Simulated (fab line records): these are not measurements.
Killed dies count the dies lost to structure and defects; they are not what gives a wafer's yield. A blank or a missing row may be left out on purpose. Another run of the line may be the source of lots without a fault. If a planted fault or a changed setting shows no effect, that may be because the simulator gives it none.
Chamber matching    flow nandHarc    3 sister chambers for NHARC_P_M0_DEP_32 on pecvd-02
The step deposits SiCN, target thk 30 nm. 6 wafers are shown with their chamber, then 9 later ones without.

## WAFERS, EACH WITH ITS CHAMBER
wafer   chamber  heaterPowerW (W)
L077.5  1        584
L092.1  0        457
L092.2  1        656
L093.3  2        590
L093.4  0        475
L093.5  2        597

## WAFERS WHOSE CHAMBER IS MISSING
wafer   heaterPowerW (W)
L095.2  557
L095.3  445
L095.5  670
L095.1  659
L095.4  446
L095.6  550
L097.1  569
L097.3  677
L097.4  667

## THE CHAMBER EACH PASSED THROUGH
wafer   from the rows above           in truth
L095.2  can't be placed: 2 or 1 or 0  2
L095.3  0                             0
L095.5  can't be placed: 1 or 2       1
L095.1  can't be placed: 1 or 2       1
L095.4  0                             0
L095.6  can't be placed: 2 or 1 or 0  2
L097.1  can't be placed: 2 or 1       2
L097.3  can't be placed: 1 or 2       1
L097.4  can't be placed: 1 or 2       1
2 of 9 placed correctly. From these rows, 7 cannot be placed; in 7 the true chamber is one of the candidates. 0 placed wrongly.
How it was worked out, from the rows above alone: a wafer's distance from a chamber is the root of the sum, over the readings, of the square of ((its reading less the chamber's mean) divided by the reading's scatter). If the next closest chamber is less than 2 further off than the closest, the wafer can't be placed; otherwise it belongs to the closest. Each chamber's mean is taken over the wafers shown for it. The scatter: take each reading less its chamber's mean, square it, sum over the shown wafers, divide by the number of wafers less the number of chambers, and take the root.
